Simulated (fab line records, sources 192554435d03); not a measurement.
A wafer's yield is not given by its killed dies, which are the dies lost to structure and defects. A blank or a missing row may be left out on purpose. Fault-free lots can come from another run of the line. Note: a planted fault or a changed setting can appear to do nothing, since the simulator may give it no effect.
Struck lot and sound lot, side by side	flow n5_finfet	35 out of 1938 route steps
Sound: wafers L815.1, L815.2, L815.6. Struck: wafers L823.2, L823.3, L823.6. Last of all comes the cause.
At each step with rows: each side's tool, then ch and its chambers, then its first start. Under that, the readings that differ: sound wafers	struck wafers	difference of the means	sigmas: that difference in standard deviations of wafers without a fault.
alike: readings with means less than 2 such deviations apart, plus words and numbers identical on both sides. not compared: withheld readings, readings lacking a value on some wafer, bounds such as >300 that could conceal the same value, and numbers that have no deviation in the record and whose values overlap.
Wherever a step has rows on one side only, a row that says differs or no value, or a row with sigmas, the two part there. When numbers do not overlap yet have no deviation, they are printed without sigmas and do not part them. A reading that every wafer of one side lacks parts them only if that side has two wafers or more.

first, 10 steps without rows for these wafers: N5_BEOL_M9_DESCUM_33 (chemistry O2, time 7 s); N5_BEOL_M9_ETCH_76 (etches underlayer in N2/H2, target depth 6.5 nm, time 5.2 s); N5_BEOL_M9_ETCH_65 (etches SiARC in CF4, target depth 15.6 nm, time 26 s); N5_BEOL_M9_ETCH_66 (etches SOC in N2/H2, target depth 80 nm, overetch 16 nm, time 120 s); N5_BEOL_M9_STRIP_69 (strips in N2/H2); N5_BEOL_M9_STRIP_77 (strips in N2/H2); N5_BEOL_M9_VIA_ETCH_34 (etches SiCOH lowk in C4F6/O2, target depth 182.4 nm, time 68.4 s); N5_BEOL_M9_STRIP_73 (strips in C4F6/O2); N5_BEOL_M9_STRIP_36 (strips in N2/H2); N5_BEOL_M9_TRENCH_ETCH_37 (etches SiCOH lowk in C4F6/O2, target depth 151.43 nm, time 49 s).
N5_BEOL_M9_ETCH_41: etches SiCN in CH3F/O2, target depth 36.6 nm, time 70.1 s.
  sound on rie_diel-03 ch 0,2, day 11 19:22; struck on rie_diel-05 ch 0,2, day 14 03:14
  alike: drypump_motor_current_A, oes_product_au, rf_vpp_V, showerhead_plenum_p_Torr, throttle_valve_pct
  not compared: rf_hours_counter_h
then, 23 steps without rows for these wafers: N5_BEOL_M9_STRIP_80 (strips in N2/H2, time 10 s); N5_BEOL_M9_HM_STRIP_39 (strips TiN in peroxide tin strip, target depth 25 nm, time 158 s); N5_BEOL_M9_SRD_40 (time 30 s); N5_BEOL_M9_PRECLEAN_42 (cleans in residue remover, time 60 s); N5_BEOL_M9_SRD_43 (time 30 s); N5_BEOL_M9_CURE_72 (cures SiCOH lowk, time 120 s); N5_BEOL_M9_DEGAS_44 (time 60 s); N5_BEOL_M9_PRE_CLEAN_45 (time 30 s); N5_BEOL_M9_ALD_74 (deposits TaN, target thk 2 nm, pulse time 2 s, purge time 3 s); N5_BEOL_M9_SURFACE_TREAT_79; N5_BEOL_M9_CVD_78 (deposits Co from CCTBA/H2, target thk 2 nm, time 138.9 s); N5_BEOL_M9_SPUTTER_48 (material Cu, target thk 12 nm, time 2 s); N5_BEOL_M9_ECD_50 (material Cu, target thk 318 nm); N5_BEOL_M9_ANNEAL_51 (time 90 s); N5_BEOL_M9_CMP_52 (polishes, stops on SiCOH lowk, t overpolish 7 s, target thk 140 nm); N5_BEOL_M9_PRE_CLEAN_55 (time 15 s); N5_BEOL_M9_DEP_56 (deposits SiCN from 3MS/NH3, target thk 15 nm, time 26.5 s); N5_BEOL_M10_ILD_DEP_00 (deposits SiCOH lowk from DEMS/porogen, target thk 308.51 nm, time 58 s); N5_BEOL_M10_CURE_71 (cures SiCOH lowk, time 240 s); N5_BEOL_M10_PECVD_70 (deposits SiO2 from TEOS/O2, target thk 20 nm, time 22.7 s); N5_BEOL_M10_HM_DEP_02 (deposits TiN, target thk 20 nm); N5_BEOL_M10_COAT_59 (time 60 s, resist thk 100 nm); N5_BEOL_M10_COAT_60 (time 60 s, resist thk 30 nm).
-- the record jumps here: 2 days lie between the struck wafers' starts before and after (it left off in module BEOL_M10 and takes up again in module PASSIVATION, whose first step shown is number 1936 of the route) --
N5_PASSIVATION_PROBE_49:
  rows exist in the record for the struck wafers here (prober-01, day 16 08:19), but not for the sound ones

== WHERE THEY PART ==
Only at N5_PASSIVATION_PROBE_49, within this record.

WHY: what had been put in by the simulator
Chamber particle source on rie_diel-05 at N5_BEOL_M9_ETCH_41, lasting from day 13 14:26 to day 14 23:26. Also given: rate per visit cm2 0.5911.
